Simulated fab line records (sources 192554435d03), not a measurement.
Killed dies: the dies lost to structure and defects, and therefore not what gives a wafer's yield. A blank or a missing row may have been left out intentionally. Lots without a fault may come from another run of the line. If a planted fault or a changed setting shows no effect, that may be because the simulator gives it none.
Which of the tools did it? -- flow n5 finfet -- 72 wafers from 24 lots sampled at 3 of the route's 1938 steps

== WHAT THE GAUGES READ, wafer by wafer ==
N5_BEOL_M5_CD_MEAS_28: target cd 30.6 nm, target cd y 20 nm. Usual: 30.65 nm for cd nm, sd 0.26.
lot,measured,on,cd nm (nm),flag
L075,day 8 00:06,cd sem-01,30.88 30.81 30.32,
L074,day 8 07:35,cd sem-03,30.41 30.38 30.78,
L076,day 8 11:05,cd sem-01,30.70 30.97 31.16,
L077,day 8 18:26,cd sem-03,30.64 30.21 30.54,
L078,day 8 23:02,cd sem-01,30.27 30.65 30.50,
L079,day 9 09:58,cd sem-02,30.70 30.71 30.37,
L080,day 9 10:08,cd sem-03,30.63 30.81 30.49,
L081,day 10 03:14,cd sem-01,30.82 31.09 30.76,
L082,day 10 06:46,cd sem-02,30.15 30.81 30.38,
L083,day 10 16:05,cd sem-02,30.39 30.79 31.03,
L084,day 10 23:22,cd sem-03,30.83 30.37 30.40,
L085,day 11 00:28,cd sem-01,30.74 30.37 30.67,
L086,day 11 01:13,cd sem-03,31.18 30.56 30.54,
L087,day 11 07:01,cd sem-03,30.83 30.50 30.65,
L089,day 11 19:28,cd sem-03,30.21 30.41 30.20,
L088,day 11 22:26,cd sem-03,30.79 30.40 30.62,
L091,day 12 04:19,cd sem-01,30.39 30.59 30.76,
L092,day 12 10:19,cd sem-02,30.57 30.79 30.79,
L090,day 12 13:18,cd sem-01,31.03 30.74 30.34,
L093,day 13 10:19,cd sem-01,30.78 30.81 30.49,
L095,day 13 10:22,cd sem-03,30.48 30.30 30.49,
L094,day 13 12:01,cd sem-01,30.24 30.42 30.29,
L096,day 13 13:19,cd sem-02,30.85 30.79 30.83,
L097,day 13 17:17,cd sem-03,31.14 30.92 30.66,

== WHICH TOOL RAN EACH LOT (tool, then ch and the chambers of the sampled wafers, then the start) ==
lot,N5_BEOL_M4_DEP_57,N5_BEOL_M5_STRIP_19
L075,"pecvd-03 ch 0,1, day 7 19:07","rie diel-03 ch 1,2,3, day 7 23:31"
L074,"pecvd-02 ch 0,1,2, day 8 02:53","rie diel-05 ch 1,2, day 8 06:32"
L076,"pecvd-02 ch 0,2, day 8 05:26","rie diel-01 ch 0,2, day 8 09:16"
L077,"pecvd-04 ch 0,1, day 8 12:08","rie diel-03 ch 0,1, day 8 16:54"
L078,"pecvd-03 ch 0,2, day 8 15:55","rie diel-01 ch 0,2, day 8 20:16"
L079,"pecvd-04 ch 0,1, day 9 03:22","rie diel-05 ch 1,2, day 9 07:43"
L080,"pecvd-02 ch 0,2, day 9 04:53","rie diel-05 ch 0,2,3, day 9 08:09"
L081,"pecvd-02 ch 0,1,2, day 9 20:20","rie diel-03 ch 1,2,3, day 9 23:56"
L082,"pecvd-02 ch 1,2, day 10 01:41","rie diel-01 ch 1,2, day 10 04:46"
L083,"pecvd-04 ch 0,1, day 10 10:39","rie diel-05 ch 0,1,3, day 10 15:43"
L084,"pecvd-04 ch 0,1, day 10 17:19","rie diel-03 ch 0,2,3, day 10 22:59"
L085,"pecvd-04 ch 0,1,2, day 10 20:13","rie diel-05 ch 0,1,2, day 10 23:50"
L086,"pecvd-03 ch 0,1, day 10 20:48","rie diel-01 ch 0,3, day 11 00:47"
L087,"pecvd-02 ch 0,2, day 11 00:49","rie diel-03 ch 0,2,3, day 11 04:29"
L089,"pecvd-04 ch 0,1,2, day 11 14:29","rie diel-03 ch 1,3, day 11 18:29"
L088,"pecvd-04 ch 0,2, day 11 18:13","rie diel-05 ch 1,2, day 11 22:01"
L091,"pecvd-04 ch 0,2, day 11 22:29","rie diel-01 ch 0,2,3, day 12 03:49"
L092,"pecvd-03 ch 0,1,2, day 12 05:52","rie diel-01 ch 0,2,3, day 12 08:46"
L090,"pecvd-04 ch 0,1,2, day 12 07:47","rie diel-03 ch 1,3, day 12 12:43"
L093,"pecvd-04 ch 1,2, day 13 04:14","rie diel-01 ch 1,2,3, day 13 08:17"
L095,"pecvd-02 ch 0,2, day 13 06:24","rie diel-03 ch 0,1,2, day 13 09:30"
L094,"pecvd-04 ch 0,1, day 13 07:26","rie diel-01 ch 1,3, day 13 11:37"
L096,"pecvd-04 ch 1,2, day 13 08:00","rie diel-01 ch 0,1,2, day 13 12:56"
L097,"pecvd-03 ch 0,2, day 13 09:43","rie diel-03 ch 0,1, day 13 13:35"
- N5_BEOL_M4_DEP_57: deposits SiCN from 3MS/NH3, target thk 8 nm, time 14 s.
- N5_BEOL_M5_STRIP_19: strips in O2.

== WHAT THE TOOLS THEMSELVES READ (means of the sampled wafers that have a number; where no wafer has one, the mark that the record gives instead) ==
N5_BEOL_M4_DEP_57. Usual: showerhead plenum p Torr 3.667 Torr, standard deviation 0.012; throttle valve pct 9.0 %, standard deviation 0.37.
lot,tool,showerhead plenum p Torr (Torr),throttle valve pct (%),flag
L075,pecvd-03,3.652,9.5,
L074,pecvd-02,3.669,9.0,
L076,pecvd-02,3.677,9.2,
L077,pecvd-04,3.660,9.1,
L078,pecvd-03,3.658,9.3,
L079,pecvd-04,3.669,9.1,
L080,pecvd-02,3.684,9.0,
L081,pecvd-02,3.672,9.0,
L082,pecvd-02,3.666,9.1,
L083,pecvd-04,3.665,9.1,
L084,pecvd-04,3.655,9.1,
L085,pecvd-04,3.662,8.7,
L086,pecvd-03,3.667,9.1,
L087,pecvd-02,3.685,8.8,
L089,pecvd-04,3.667,8.9,
L088,pecvd-04,3.664,8.4,
L091,pecvd-04,3.674,8.4,
L092,pecvd-03,3.667,9.2,
L090,pecvd-04,3.661,8.8,
L093,pecvd-04,3.660,9.0,
L095,pecvd-02,3.681,9.2,
L094,pecvd-04,3.660,9.3,
L096,pecvd-04,3.659,8.7,
L097,pecvd-03,3.674,9.1,

N5_BEOL_M5_STRIP_19. Usual: drypump motor current A 5.7 A, standard deviation 0.4; oes product au 0.79 a.u., standard deviation 0.067; rf vpp V 3.6 V, standard deviation 0.43; showerhead plenum p Torr 2.10 Torr, standard deviation 0.049; throttle valve pct 16.61 %, standard deviation 0.27.
lot,tool,drypump motor current A (A),oes product au (a.u.),rf vpp V (V),showerhead plenum p Torr (Torr),throttle valve pct (%),flag
L075,rie diel-03,5.9,0.79,3.6,2.15,16.58,
L074,rie diel-05,5.8,0.83,3.2,2.13,16.66,
L076,rie diel-01,5.7,0.82,3.7,2.07,16.47,
L077,rie diel-03,6.1,0.75,3.3,2.13,16.57,
L078,rie diel-01,5.6,0.79,3.9,2.09,16.57,
L079,rie diel-05,5.4,0.86,3.4,2.13,16.39,
L080,rie diel-05,5.4,0.78,3.7,2.10,16.80,
L081,rie diel-03,6.0,0.79,4.0,2.14,16.61,
L082,rie diel-01,5.7,0.84,4.0,2.07,16.47,
L083,rie diel-05,5.8,0.74,4.0,2.09,17.10,
L084,rie diel-03,6.0,0.80,3.5,2.08,16.54,
L085,rie diel-05,5.6,0.78,3.3,2.11,16.75,
L086,rie diel-01,5.4,0.81,3.8,2.11,16.58,
L087,rie diel-03,6.0,0.78,4.0,2.08,16.54,
L089,rie diel-03,6.2,0.77,3.3,2.17,16.65,
L088,rie diel-05,5.9,0.81,3.4,2.12,16.71,
L091,rie diel-01,5.5,0.82,3.7,2.09,16.49,
L092,rie diel-01,5.5,0.82,3.1,2.09,16.51,
L090,rie diel-03,6.2,0.76,3.7,2.17,16.66,
L093,rie diel-01,5.5,0.83,3.6,2.09,16.49,
L095,rie diel-03,5.9,0.72,3.4,2.08,16.62,
L094,rie diel-01,5.3,0.87,3.6,2.13,16.47,
L096,rie diel-01,5.7,0.78,3.4,2.08,16.62,
L097,rie diel-03,6.1,0.72,4.0,2.11,16.65,

== THE ANSWER, worked out from the rows above alone ==
Rule: a lot counts as off when the mean over its wafers that have a number is more than 3 standard deviations away from the usual mean. A lot without any number at a reading at which 4 lots or more have one is off too. All remaining lots with rows at the step are treated as sound. After the gauges, taken in route order, come the tools' own readings; for these a lot's mean is taken, as printed above. At the first step where some lot is off, the reading lying furthest off is the one used; lots without a number count as furthest.
No lot is off on any of the readings shown, so nothing can be concluded from this.

== WHAT WAS PUT IN BY THE SIMULATOR ==
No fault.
